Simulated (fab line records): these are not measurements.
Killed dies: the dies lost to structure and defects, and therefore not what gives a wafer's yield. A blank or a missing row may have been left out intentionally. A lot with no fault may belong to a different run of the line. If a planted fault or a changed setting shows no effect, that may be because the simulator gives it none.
Chamber matching    flow nand harc    3 sister chambers for NHARC_A_STAIRCASE_DEP_156 on pecvd-04
The step deposits SiNx, target thk 50 nm. 6 wafers are shown with their chamber, then 8 later ones without.

EACH WAFER AND ITS CHAMBER
wafer   chamber  heater power w (W)
L078.2  0        670
L080.4  1        824
L080.5  0        674
L091.2  1        695
L091.5  2        860
L092.3  2        705

WAFERS MISSING THEIR CHAMBER
wafer   heater power w (W)
L092.4  748
L092.5  708
L093.1  654
L093.2  700
L093.3  756
L094.2  733
L094.3  683
L094.5  699

EACH ONE'S CHAMBER
wafer   from the rows above           in truth
L092.4  can't be placed: 1 or 2 or 0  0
L092.5  can't be placed: 0 or 1 or 2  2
L093.1  can't be placed: 0 or 1 or 2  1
L093.2  can't be placed: 0 or 1 or 2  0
L093.3  can't be placed: 1 or 2 or 0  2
L094.2  can't be placed: 1 or 2 or 0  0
L094.3  can't be placed: 0 or 1 or 2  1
L094.5  can't be placed: 0 or 1 or 2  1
Placed correctly: 0 of 8. Can't be placed from these rows: 8 (the true chamber is among the candidates in 8). Wrongly placed: 0.
How it was worked out, from the rows above alone: a wafer's distance from a chamber is the root of the sum, over the readings, of the square of ((its reading less the chamber's mean) divided by the reading's scatter). If the next closest chamber is less than 2 further off than the closest, the wafer can't be placed; otherwise it belongs to the closest. The mean given for a chamber averages the wafers shown for that chamber. How the scatter is found: for the shown wafers, subtract from each reading the mean of its chamber, square and add these, divide the total by (wafers less chambers), then take the root.
